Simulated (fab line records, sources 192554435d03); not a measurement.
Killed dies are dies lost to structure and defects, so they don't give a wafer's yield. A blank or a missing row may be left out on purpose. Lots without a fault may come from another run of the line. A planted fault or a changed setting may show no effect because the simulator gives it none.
A struck lot beside a sound one | flow n5_finfet | 37 steps out of a route of 1938
Sound: wafers L189.2, L189.3, L189.6. Struck: wafers L183.2, L183.3, L183.6. The cause comes at the end.
At each step with rows: each side's tool, then ch and its chambers, then its first start. Under that, the readings that differ: sound wafers | struck wafers | difference of the means | sigmas: that difference in standard deviations of wafers without a fault.
alike: readings whose means differ by less than 2 such deviations, and words and numbers that are the same on both sides. not compared: withheld readings, readings that some wafer has no value for, bounds like >300 that may hide the same value, and numbers for which the record gives no deviation and whose values overlap.
The two part at a step that has a row with sigmas, a row that says differs or no value, or rows on one side only. Numbers that don't overlap but have no deviation are shown without sigmas and don't part them. A reading that every wafer of one side lacks parts them only if that side has two wafers or more.

first, 9 steps without rows for these wafers: N5_BEOL_M4_ANNEAL_95 (time 240 s); N5_BEOL_M4_SPUTTER_96 (material Cu, target thk 4.5 nm, time 8.29 s); N5_BEOL_M4_ECD_50 (material Cu, target thk 300 nm); N5_BEOL_M4_ANNEAL_51 (time 90 s); N5_BEOL_M4_CMP_52 (polishes, stops on SiOC, t overpolish 6.8 s, target thk 40 nm); N5_BEOL_M4_PRE_CLEAN_60 (time 15 s); N5_BEOL_M4_CO_CAP_55 (material Co, precursor CCTBA/H2, target thk 2 nm, time 102.1 s); N5_BEOL_M4_PRE_CLEAN_56 (time 15 s); N5_BEOL_M4_DEP_57 (deposits SiCN from 3MS/NH3, target thk 8 nm, time 14 s).
N5_BEOL_M4_RC_MEAS_101:
  sound on prober-01 ch 0, day 11 03:34; struck on prober-02 ch 0, day 9 20:25
  alike: DIBL_N, DIBL_P, IOFF_N, IOFF_P, ION_N, ION_P, SS_N, SS_P, VT_N, VT_P
then, 24 steps without rows for these wafers: N5_BEOL_M5_ILD_DEP_00 (deposits SiCOH lowk from DEMS/porogen, target thk 140.64 nm, time 25.9 s); N5_BEOL_M5_CURE_79 (cures SiCOH lowk, time 240 s); N5_BEOL_M5_PECVD_70 (deposits SiO2 from TEOS/O2, target thk 16 nm, time 18 s); N5_BEOL_M5_HM_DEP_02 (deposits TiN, target thk 20 nm); N5_BEOL_M5_COAT_59 (time 60 s, resist thk 60 nm); N5_BEOL_M5_COAT_60 (time 60 s, resist thk 12 nm); N5_BEOL_M5_COAT_71 (time 60 s, resist thk 5 nm); N5_BEOL_M5_COAT_05 (resist thk 30 nm); N5_BEOL_M5_EBR_07; N5_BEOL_M5_SOFTBAKE_06 (time 60 s); N5_BEOL_M5_EXPOSE_08 (exposes mask M5, target cd 28 nm); N5_BEOL_M5_PEB_09 (peb time 60 s); N5_BEOL_M5_DEVELOP_10 (develop time 30 s); N5_BEOL_M5_DESCUM_16 (chemistry O2, time 7 s); N5_BEOL_M5_ETCH_72 (etches underlayer in N2/H2, target depth 6.5 nm, time 5.2 s); N5_BEOL_M5_ETCH_61 (etches SiARC in CF4, target depth 15.6 nm, time 26 s); N5_BEOL_M5_ETCH_62 (etches SOC in N2/H2, target depth 75 nm, overetch 15 nm, time 112.5 s); N5_BEOL_M5_STRIP_63 (strips in N2/H2); N5_BEOL_M5_STRIP_73 (strips in N2/H2); N5_BEOL_M5_STRIP_64 (strips in CF4); N5_BEOL_M5_HM_OPEN_17 (chemistry Cl2/BCl3, target TiN, target depth 20 nm, overetch 6 nm); N5_BEOL_M5_STRIP_19 (strips in O2); N5_BEOL_M5_COAT_65 (time 60 s, resist thk 60 nm); N5_BEOL_M5_COAT_66 (time 60 s, resist thk 12 nm).
-- the record jumps here: 3 days lie between the struck wafers' starts before and after (it left off in module BEOL_M5 and takes up again in module BEOL_M14, whose first step shown is number 1757 of the route) --
N5_BEOL_M14_ETCH_38: etches SiCN in CF4/N2, target depth 106.5 nm, time 120.6 s.
  sound on rie_diel-04 ch 0,1,3, day 14 16:23; struck on rie_diel-05 ch 0,1,2, day 13 07:42
  no value came back on the struck wafers for any of 7 readings (bias_w (W), cf4_flow_sccm (sccm) and others); on the sound wafers bias_w (W) reads 70.09 69.90 70.23
  reading                                       | sound          | struck         | difference | sigmas
  model.SiO2_of_BEOL_M14_ILD_DEP_00.thk_nm (nm) | 1070 1063 1094 | 1124 1113 1122 | +44        |
  not compared: rf_hours_counter_h
N5_BEOL_M14_CMP_49: polishes, stops on SiO2, t overpolish 5.2 s, target thk 560 nm.
  sound on cmp-01 ch 0,2, day 14 17:46; struck on cmp-02 ch 2,3, day 13 09:16
  reading                                       | sound          | struck         | difference | sigmas
  model.SiO2_of_BEOL_M14_ILD_DEP_00.thk_nm (nm) | 1055 1048 1080 | 1109 1098 1107 | +44        |
  alike: motor_current_A
N5_PASSIVATION_PROBE_49:
  the record has rows for the struck wafers here (prober-02, day 14 06:08) and none for the sound ones

WHERE THEY PART
First at N5_BEOL_M14_ETCH_38; last, within this record, at N5_PASSIVATION_PROBE_49.

WHY: what the simulator had put in
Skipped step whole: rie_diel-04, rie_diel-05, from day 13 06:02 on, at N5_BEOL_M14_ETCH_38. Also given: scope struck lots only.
